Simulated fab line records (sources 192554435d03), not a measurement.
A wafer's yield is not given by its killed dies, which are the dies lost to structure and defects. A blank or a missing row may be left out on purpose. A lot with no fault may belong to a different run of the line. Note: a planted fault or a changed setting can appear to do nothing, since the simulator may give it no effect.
A struck lot beside a sound one || flow n5 finfet || 36 out of 1938 route steps
Sound: these wafers, L852.2, L852.3, L852.5. Struck: wafers L844.5, L844.6. (L844.4 of the same lot was not struck and is left out.) The cause comes at the end.
Each step with rows lists, per side, the tool, then ch with its chambers, then its first start. Under that, the readings that differ: sound wafers || struck wafers || difference of the means || sigmas: that difference in standard deviations of wafers without a fault.
alike: a reading whose means differ by less than 2 such deviations, as well as words and numbers matching on both sides. not compared: withheld readings; readings where some wafer has no value; bounds like >300 that might hide an equal value; numbers whose values overlap and for which the record gives no deviation.
The two part at a step that has a row with sigmas, a row that says differs or no value, or rows on one side only. Non-overlapping numbers with no deviation appear without sigmas and do not part them. A reading that every wafer of one side lacks parts them only if that side has two wafers or more.

first, 8 steps without rows for these wafers: N5_BEOL_M10_SPUTTER_48 (material Cu, target thk 12 nm, time 2 s); N5_BEOL_M10_ECD_50 (material Cu, target thk 318 nm); N5_BEOL_M10_ANNEAL_51 (time 90 s); N5_BEOL_M10_CMP_52 (polishes, stops on SiCOH lowk, t overpolish 7 s, target thk 140 nm); N5_BEOL_M10_PRE_CLEAN_55 (time 15 s); N5_BEOL_M10_DEP_56 (deposits SiCN from 3MS/NH3, target thk 15 nm, time 26.5 s); N5_BEOL_M11_ILD_DEP_00 (deposits SiCOH lowk from DEMS/porogen, target thk 308.51 nm, time 58 s); N5_BEOL_M11_CURE_71 (cures SiCOH lowk, time 240 s).
N5_BEOL_M11_PECVD_70: deposits SiO2 from TEOS/O2, target thk 20 nm, time 22.7 s.
  sound on pecvd-04 ch 0,2, day 15 12:56; struck on pecvd-03 ch 0,2, day 13 16:50
{"reading": "rf fwd power W (W)", "sound": "445.2 442.1 442.0", "struck": "- -", "difference": "no value on the struck wafers", "sigmas": ""}
{"reading": "model.SiO2_of_BEOL_M11_PECVD_70.thk nm (nm)", "sound": "19.6 19.6 19.8", "struck": "14.4 14.8", "difference": -5.1, "sigmas": ""}
  alike: heater power w, showerhead plenum p Torr, throttle valve pct
then, 24 steps without rows for these wafers: N5_BEOL_M11_HM_DEP_02 (deposits TiN, target thk 20 nm); N5_BEOL_M11_COAT_59 (time 60 s, resist thk 100 nm); N5_BEOL_M11_COAT_60 (time 60 s, resist thk 30 nm); N5_BEOL_M11_COAT_05 (resist thk 90 nm); N5_BEOL_M11_EBR_07; N5_BEOL_M11_SOFTBAKE_06 (time 60 s); N5_BEOL_M11_EXPOSE_08 (exposes mask M11); N5_BEOL_M11_PEB_09 (peb time 60 s); N5_BEOL_M11_DEVELOP_10 (develop time 30 s); N5_BEOL_M11_DESCUM_16 (chemistry O2, time 7.9 s); N5_BEOL_M11_ETCH_61 (etches SiARC in CF4, target depth 39 nm, time 65 s); N5_BEOL_M11_ETCH_62 (etches SOC in N2/H2, target depth 110 nm, overetch 22 nm, time 165 s); N5_BEOL_M11_STRIP_68 (strips in N2/H2); N5_BEOL_M11_STRIP_67 (strips in CF4); N5_BEOL_M11_HM_OPEN_17 (chemistry Cl2/BCl3, target TiN, target depth 20 nm, overetch 6 nm); N5_BEOL_M11_STRIP_19 (strips in O2); N5_BEOL_M11_COAT_63 (time 60 s, resist thk 100 nm); N5_BEOL_M11_COAT_64 (time 60 s, resist thk 30 nm); N5_BEOL_M11_COAT_22 (resist thk 90 nm); N5_BEOL_M11_EBR_24; N5_BEOL_M11_SOFTBAKE_23 (time 60 s); N5_BEOL_M11_EXPOSE_25 (exposes mask V10); N5_BEOL_M11_PEB_26 (peb time 60 s); N5_BEOL_M11_DEVELOP_27 (develop time 30 s).
N5_BEOL_M11_HM_STRIP_39: strips TiN in peroxide tin strip, target depth 25 nm, time 158 s.
  sound on wet bench-05 ch 2,3,6, day 15 16:22; struck on wet bench-02 ch 1,6, day 13 23:57
{"reading": "model.SiO2_of_BEOL_M11_PECVD_70.thk nm (nm)", "sound": "19.4 19.6 19.6", "struck": "14.2 14.6", "difference": -5.1, "sigmas": ""}
  alike: bath guard temp C, bath heat duty pct
N5_BEOL_M11_CMP_52: polishes, stops on SiCOH lowk, t overpolish 7 s, target thk 140 nm.
  sound on cmp-02 ch 0,3, day 15 18:21; struck on cmp-03 ch 2,3, day 14 03:22
{"reading": "barrier field endpoint s (s)", "sound": "28.7 27.1 27.5", "struck": "21.5 22.6", "difference": -5.7, "sigmas": -6}
  alike: motor current A, retaining ring pressure frac, slurry filter dp kPa
N5_PASSIVATION_PROBE_49:
  struck on prober-02, day 15 19:08; sound on prober-01, day 17 12:45
  alike: defect limited yield, killed_at_M0_to_M3, killed_at_M4_up, killed at contacts, killed at front end, killed at other, killed dies, killed open, killed short, sort_bin_5_function, sort_bin_6_memory, sort n pass, sort yield pct

## WHERE THEY PART
First at N5_BEOL_M11_PECVD_70; last, within this record, at N5_BEOL_M11_CMP_52. Later steps at which nothing parts them and some readings are alike: N5_PASSIVATION_PROBE_49.

WHY: whatever the simulator had introduced
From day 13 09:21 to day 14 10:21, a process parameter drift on pecvd-03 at N5_BEOL_M11_PECVD_70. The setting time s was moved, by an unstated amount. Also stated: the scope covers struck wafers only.
